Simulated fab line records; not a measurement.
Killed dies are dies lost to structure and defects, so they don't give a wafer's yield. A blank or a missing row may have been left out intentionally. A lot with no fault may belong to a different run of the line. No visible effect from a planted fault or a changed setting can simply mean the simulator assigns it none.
fab line records | flow n5Finfet | part 2 of 2: steps 19 to 26 of 26
record: lots: 5 | wafers: 15 | lastDay: 20
route steps=1938 shown BEOL_M0_CUTY@702 BEOL_M0@715
lots that met no fault: from a run of the same line without faults
startH: hours from the record's opening day to when the first of the lot's shown wafers began | waitH: hours elapsed since this lot's preceding step | " same as the row above | L1.1+2: one row covering several wafers at once | - no value, or no start was given | * or withheld: withheld | < > ~ a bound
route shown NAME@n: NAME is a module with steps in the file, n the number in the route of the first one | usual: mean/standard deviation taken from wafers without a fault | same: alike in all rows | chamber/n: place in a boat | sites: each site's reading | _std_site: the standard deviation of these | _edge_site: the outer-site mean with the inner-site mean subtracted | radiusMm: how far each site lies from the wafer's centre | mask NAME#n: copy n | behind: the last tool/chamber to shape the wafer | hold: the reason the lot was held/the length of the hold in hours/how it ended | device: names the non-switching transistor (n, p or np) | end of line: the same wafers' tests at the end of the route | where a step has no rows: the recipe by itself | killed: dies lost to structure and defects at the first sort, not the wafer's yield | map: a wafer's dies, x killed, . not, _ none there
set.NAME: the setting as run; set.NAME@STEP: as run at that earlier step | model.NAME: the simulator's own value behind a step, which no gauge read
lots at some steps of the route; a table a step, a row a wafer
services: a tool's chamber out of use, with start hour (startH, from the record's first day; less than 0 if before it), hours out, and reason
== steps ==
step: N5_BEOL_M0_ETCH_128
recipe: chemistry: CF4/N2 | targetDepthA: 120 | overetchA: 51 | target: SiCN | timeS: 21.4 | ionEnergyEv: 150 | pressureMtorr: 40 | sourceW: 430 | biasW: 70 | Ar_flow_sccm: 100 | cf4FlowSccm: 60 | n2FlowSccm: 60
usual: drypumpMotorCurrentA: 5.7/0.4 | oesProductAu: 0.54/0.06 | rfVppV: 383.2/2.1 | showerheadPlenumPTorr: 2.24/0.079 | throttleValvePct: 15.47/0.18
lot.wafer | tool       | chamber | startH | waitH | drypumpMotorCurrentA | oesProductAu | rfHoursCounterH | rfVppV | showerheadPlenumPTorr | throttleValvePct
L077.2    | rieDiel-02 | 1       | 131.66 | 0.1   | 5.8                  | 0.51         | 149             | 385.4  | 2.29                  | 15.42
L077.3    | "          | 3       | "      | "     | 5.6                  | 0.54         | 128             | 380.5  | 2.13                  | 15.56
L077.5    | "          | 2       | "      | "     | 5.7                  | 0.56         | -               | 385.9  | 2.32                  | 15.43
L076.1    | rieDiel-02 | 3       | 131.78 | 0.1   | 5.6                  | 0.53         | 128             | 379.3  | 2.13                  | 15.55
L076.2    | "          | 0       | "      | "     | 5.6                  | 0.50         | 178             | 379.7  | 2.11                  | 15.41
L076.3    | "          | 1       | "      | "     | 5.8                  | 0.52         | 149             | 386.0  | 2.29                  | 15.41
L084.1    | rieDiel-02 | 0       | 178.14 | 0.0   | 5.6                  | 0.48         | 192             | 379.5  | 2.11                  | 15.40
L084.2    | "          | 1       | "      | "     | 5.7                  | 0.50         | 166             | 385.7  | 2.29                  | 15.45
L084.3    | "          | 2       | "      | "     | 5.7                  | 0.55         | 97              | 384.6  | 2.31                  | 15.49
L085.3    | rieDiel-02 | 2       | 183.73 | 0.0   | 5.7                  | 0.55         | 99              | 385.0  | 2.31                  | 15.48
L085.4    | "          | 1       | "      | "     | 5.7                  | 0.51         | 169             | 383.7  | 2.29                  | 15.44
L085.5    | "          | 3       | "      | "     | 5.6                  | 0.53         | -               | 380.2  | 2.12                  | 15.59
L088.1    | rieDiel-02 | 1       | 198.98 | 0.1   | 5.8                  | 0.51         | 174             | 385.8  | 2.29                  | 15.46
L088.3    | "          | 2       | "      | "     | 5.6                  | 0.54         | 104             | 384.7  | 2.31                  | 15.47
L088.4    | "          | 0       | "      | "     | 5.6                  | 0.49         | 200             | 379.9  | 2.11                  | 15.45
step: N5_BEOL_M0_TRENCH_ETCH_107
recipe: chemistry: C4F6/O2 | targetDepthA: 328 | target: SiOC | timeS: 16.4 | ionEnergyEv: 250 | pressureMtorr: 30 | sourceW: 355 | biasW: 185 | Ar_flow_sccm: 300 | C4F6_flow_sccm: 10 | O2_flow_sccm: 10
usual: drypumpMotorCurrentA: 5.7/0.39 | oesProductAu: 0.79/0.092 | rfVppV: 667/6.4 | showerheadPlenumPTorr: 2.89/0.1 | throttleValvePct: 20.91/0.16
lot.wafer | tool       | chamber | startH | waitH | drypumpMotorCurrentA | oesProductAu | rfHoursCounterH | rfVppV | showerheadPlenumPTorr | throttleValvePct
L077.2    | rieDiel-02 | 1       | 131.71 | 0.0   | 5.7                  | 0.76         | 149             | 664    | 2.96                  | 20.81
L077.3    | "          | 3       | "      | "     | 5.6                  | 0.79         | 128             | 663    | 2.75                  | 21.01
L077.5    | "          | 2       | "      | "     | 5.7                  | 0.82         | -               | 677    | 2.98                  | 20.89
L076.1    | rieDiel-02 | 3       | 131.82 | 0.0   | 5.6                  | 0.78         | 128             | 664    | 2.75                  | 21.01
L076.2    | "          | 0       | "      | "     | 5.6                  | 0.73         | 178             | 669    | 2.73                  | 20.80
L076.3    | "          | 1       | "      | "     | 5.7                  | 0.75         | 149             | 665    | 2.96                  | 20.81
L084.1    | rieDiel-02 | 0       | 178.18 | 0.0   | 5.6                  | 0.71         | 192             | 666    | 2.72                  | 20.82
L084.2    | "          | 1       | "      | "     | 5.7                  | 0.74         | 166             | 665    | 2.95                  | 20.82
L084.3    | "          | 2       | "      | "     | 5.7                  | 0.81         | 97              | 673    | 2.98                  | 20.91
L085.3    | rieDiel-02 | 2       | 183.77 | 0.0   | 5.7                  | 0.81         | 99              | 676    | 2.98                  | 20.91
L085.4    | "          | 1       | "      | "     | 5.8                  | 0.73         | 169             | 664    | 2.95                  | 20.83
L085.5    | "          | 3       | "      | "     | 5.7                  | 0.76         | -               | 662    | 2.74                  | 21.03
L088.1    | rieDiel-02 | 1       | 199.02 | 0.0   | 5.8                  | 0.73         | 174             | 664    | 2.95                  | 20.86
L088.3    | "          | 2       | "      | "     | 5.7                  | 0.80         | 104             | 676    | 2.97                  | 20.92
L088.4    | "          | 0       | "      | "     | 5.6                  | 0.71         | 200             | 668    | 2.72                  | 20.83
step: N5_BEOL_M0_STRIP_142
recipe: chemistry: N2/H2 | timeS: 10 | powerW: 450 | tempC: 40 | pressureMtorr: 20 | rfFrequencyHz: 6e+07 | biasPowerW: 7 | n2FlowSccm: 200 | h2FlowSccm: 200
usual: drypumpMotorCurrentA: 5.7/0.4 | h2FlowSccm: 200.0/0.63 | oesProductAu: 0.79/0.095 | rfVppV: 59.3/0.8 | showerheadPlenumPTorr: 2.58/0.098 | throttleValvePct: 23.74/0.16
lot.wafer | tool       | chamber | startH | waitH | drypumpMotorCurrentA | h2FlowSccm | oesProductAu | rfHoursCounterH | rfVppV | showerheadPlenumPTorr | throttleValvePct
L077.2    | rieDiel-02 | 1       | 131.73 | 0.0   | 5.8                  | 201.0      | 0.75         | 149             | 59.7   | 2.64                  | 23.56
L077.3    | "          | 3       | "      | "     | 5.6                  | 200.0      | 0.79         | 128             | 58.8   | 2.44                  | 23.81
L077.5    | "          | 2       | "      | "     | 5.7                  | 199.7      | 0.83         | -               | 59.8   | 2.68                  | 23.93
L076.1    | rieDiel-02 | 3       | 131.85 | 0.0   | 5.6                  | 200.6      | 0.80         | 128             | 58.4   | 2.44                  | 23.81
L076.2    | "          | 0       | "      | "     | 5.6                  | 201.0      | 0.73         | 178             | 59.8   | 2.43                  | 23.44
L076.3    | "          | 1       | "      | "     | 5.8                  | 200.0      | 0.74         | 149             | 59.0   | 2.64                  | 23.57
L084.1    | rieDiel-02 | 0       | 178.20 | 0.0   | 5.6                  | 199.5      | 0.72         | 192             | 59.6   | 2.42                  | 23.48
L084.2    | "          | 1       | "      | "     | 5.8                  | 199.2      | 0.73         | 166             | 60.1   | 2.64                  | 23.59
L084.3    | "          | 2       | "      | "     | 5.7                  | 200.7      | 0.81         | 97              | 58.2   | 2.68                  | 23.97
L085.3    | rieDiel-02 | 2       | 183.79 | 0.0   | 5.7                  | 199.5      | 0.81         | 99              | 59.2   | 2.67                  | 23.96
L085.4    | "          | 1       | "      | "     | 5.7                  | 201.2      | 0.73         | 169             | 60.4   | 2.64                  | 23.60
L085.5    | "          | 3       | "      | "     | 5.6                  | 200.7      | 0.78         | -               | 58.8   | 2.44                  | 23.83
L088.1    | rieDiel-02 | 1       | 199.04 | 0.0   | 5.8                  | 199.6      | 0.73         | 174             | 58.2   | 2.63                  | 23.61
L088.3    | "          | 2       | "      | "     | 5.7                  | 200.2      | 0.79         | 104             | 59.8   | 2.67                  | 23.97
L088.4    | "          | 0       | "      | "     | 5.6                  | 200.6      | 0.70         | 200             | 58.2   | 2.42                  | 23.48
step: N5_BEOL_M0_OCD_MEAS_108
usual: trenchDepthNm: 32.7/0.53
lot.wafer | tool   | chamber | startH | waitH | trenchDepthNm
L077.2    | ocd-02 | -       | 131.81 | 0.1   | 33.0
L077.3    | "      | -       | "      | "     | 33.0
L077.5    | "      | -       | "      | "     | 33.1
L076.1    | ocd-01 | -       | 131.93 | 0.1   | 31.9
L076.2    | "      | -       | "      | "     | 31.8
L076.3    | "      | -       | "      | "     | 32.5
L084.1    | ocd-02 | -       | 178.28 | 0.1   | 31.8
L084.2    | "      | -       | "      | "     | 32.7
L084.3    | "      | -       | "      | "     | 33.1
L085.3    | ocd-01 | -       | 183.87 | 0.1   | 33.1
L085.4    | "      | -       | "      | "     | 32.0
L085.5    | "      | -       | "      | "     | 32.4
L088.1    | ocd-01 | -       | 199.12 | 0.1   | 32.6
L088.3    | "      | -       | "      | "     | 32.8
L088.4    | "      | -       | "      | "     | 32.6
step: N5_BEOL_M0_HM_STRIP_129
recipe: chemistry: peroxideTinStrip | material: TiN | targetDepthA: 170 | tempC: 50 | timeS: 108
lot.wafer  | tool        | chamber | startH | waitH
L077.2+3+5 | wetBench-03 | 3,2,0   | 131.84 | 0.0
L076.1+2+3 | wetBench-05 | 7,6,5   | 131.96 | 0.0
L084.1+2+3 | wetBench-06 | 7,5,6   | 178.32 | 0.0
L085.3+4+5 | wetBench-03 | 0,3,4   | 183.90 | 0.0
L088.1+3+4 | wetBench-03 | 6,4,2   | 199.15 | 0.0
step: N5_BEOL_M0_SRD_130
recipe: timeS: 30 | tempC: 23 | rinseLiquid: diw | dry: ipaMarangoni
usual: doSupplyPpb: 9.98/0.098
lot.wafer | tool        | chamber | startH | waitH | doSupplyPpb
L077.2    | wetBench-03 | 3       | 131.88 | 0.0   | 10.02
L077.3    | "           | 2       | "      | "     | 10.06
L077.5    | "           | 0       | "      | "     | 9.84
L076.1    | wetBench-05 | 7       | 131.99 | 0.0   | 9.97
L076.2    | "           | 6       | "      | "     | 9.98
L076.3    | "           | 5       | "      | "     | 9.75
L084.1    | wetBench-06 | 7       | 178.35 | 0.0   | 10.10
L084.2    | "           | 5       | "      | "     | 10.04
L084.3    | "           | 6       | "      | "     | 10.09
L085.3    | wetBench-03 | 0       | 183.94 | 0.0   | 9.76
L085.4    | "           | 3       | "      | "     | 9.98
L085.5    | "           | 4       | "      | "     | 10.00
L088.1    | wetBench-03 | 6       | 199.19 | 0.0   | 9.88
L088.3    | "           | 4       | "      | "     | 9.90
L088.4    | "           | 2       | "      | "     | 9.93
step: N5_BEOL_M0_ETCH_109
recipe: chemistry: CH3F/O2 | targetDepthA: 80 | overetchA: 24 | target: SiCN | timeS: 27.4 | ionEnergyEv: 120 | pressureMtorr: 30 | sourceW: 395 | biasW: 75 | Ar_flow_sccm: 150 | CH3F_flow_sccm: 30 | O2_flow_sccm: 20
usual: drypumpMotorCurrentA: 5.8/0.41 | oesProductAu: 0.68/0.075 | rfVppV: 298.2/1.6 | showerheadPlenumPTorr: 2.04/0.073 | throttleValvePct: 16.37/0.19
lot.wafer | tool       | chamber | startH | waitH | drypumpMotorCurrentA | oesProductAu | rfHoursCounterH | rfVppV | showerheadPlenumPTorr | throttleValvePct
L077.2    | rieDiel-02 | 2       | 131.92 | 0.0   | 5.6                  | 0.71         | 79              | 300.7  | 2.10                  | 16.32
L077.3    | "          | 3       | "      | "     | 5.6                  | 0.67         | 128             | 296.3  | 1.92                  | 16.44
L077.5    | "          | 1       | "      | "     | 5.7                  | 0.66         | -               | 297.4  | 2.08                  | 16.29
L076.1    | rieDiel-02 | 2       | 132.04 | 0.0   | 5.7                  | 0.68         | 79              | 299.2  | 2.10                  | 16.30
L076.2    | "          | 3       | "      | "     | 5.6                  | 0.66         | 128             | 296.3  | 1.92                  | 16.45
L076.3    | "          | 1       | "      | "     | 5.8                  | 0.64         | 149             | 298.9  | 2.08                  | 16.29
L084.1    | rieDiel-04 | 3       | 178.40 | 0.0   | 5.1                  | 0.59         | 236             | 299.1  | 2.05                  | 16.49
L084.2    | "          | 2       | "      | "     | 5.2                  | 0.60         | 212             | 295.7  | 1.98                  | 16.46
L084.3    | "          | 1       | "      | "     | 5.6                  | 0.77         | 42              | 297.8  | 1.95                  | 16.39
L085.3    | rieDiel-05 | 2       | 183.98 | 0.0   | 5.7                  | 0.60         | 226             | 298.0  | 2.06                  | 16.71
L085.4    | "          | 3       | "      | "     | 6.6                  | 0.62         | 193             | 298.8  | 2.07                  | 16.48
L085.5    | "          | 3       | "      | "     | 6.6                  | 0.60         | -               | 298.5  | 2.07                  | 16.46
L088.1    | rieDiel-05 | 3       | 199.23 | 0.0   | 6.6                  | 0.61         | 198             | 298.7  | 2.07                  | 16.48
L088.3    | "          | 1       | "      | "     | 5.4                  | 0.80         | 8               | 300.6  | 2.14                  | 16.01
L088.4    | "          | 2       | "      | "     | 5.8                  | 0.61         | 230             | 298.8  | 2.06                  | 16.74
step: N5_BEOL_M0_STRIP_139
recipe: chemistry: postEtchResidueRemover | timeS: 60 | tempC: 25 | removerPh: withheld | removerWaterWtPct: withheld | removerFluorideWtPct: withheld
lot.wafer  | tool        | chamber | startH | waitH
L077.2+3+5 | wetBench-03 | 5,1,4   | 132.03 | 0.1
L076.1+2+3 | wetBench-03 | 5,3,1   | 132.14 | 0.1
L084.1+2+3 | wetBench-05 | 6,0,4   | 178.51 | 0.1
L085.3+4+5 | wetBench-03 | 7,6,0   | 184.09 | 0.1
L088.1+3+4 | wetBench-06 | 5,6,0   | 199.34 | 0.1
== services ==
tool           | chamber | startH | hours | kind
arfiScanner-01 | -       | 112.45 | 2.1   | repair
rieDiel-05     | 0       | 113.99 | -     | clean
rieDiel-05     | 0       | 113.99 | -     | consumableReplace:focusRing
rieDiel-05     | 0       | 113.99 | 24.4  | scheduledDown
rieDiel-05     | 0       | 113.99 | 24.4  | ventCycle
rieDiel-05     | 1       | 126.71 | 2.8   | repair
arfiScanner-03 | -       | 130.12 | 1.0   | pm
arfiScanner-03 | -       | 131.12 | 1.3   | pm
arfiScanner-01 | -       | 131.22 | 0.5   | repair
arfiScanner-02 | -       | 141.53 | 1.0   | pm
rieDiel-05     | 2       | 144.20 | 3.8   | repair
rieMetal-03    | 1       | 145.96 | 11.0  | repair
rieDiel-04     | 0       | 157.01 | -     | clean
rieDiel-04     | 0       | 157.01 | -     | consumableReplace:focusRing
rieDiel-04     | 0       | 157.01 | -     | consumableReplace:showerhead
rieDiel-04     | 0       | 157.01 | 20.0  | scheduledDown
rieDiel-04     | 0       | 157.01 | 20.0  | ventCycle
rieDiel-05     | 1       | 157.39 | -     | clean
arfiScanner-01 | -       | 165.77 | 1.0   | pm
rieDiel-05     | -       | 172.97 | 2.8   | pm
arfiScanner-02 | -       | 173.67 | 3.9   | pm
rieMetal-02    | -       | 181.79 | 0.6   | repair
arfiScanner-01 | -       | 194.17 | 1.3   | pm
arfiScanner-01 | -       | 198.17 | 3.0   | repair
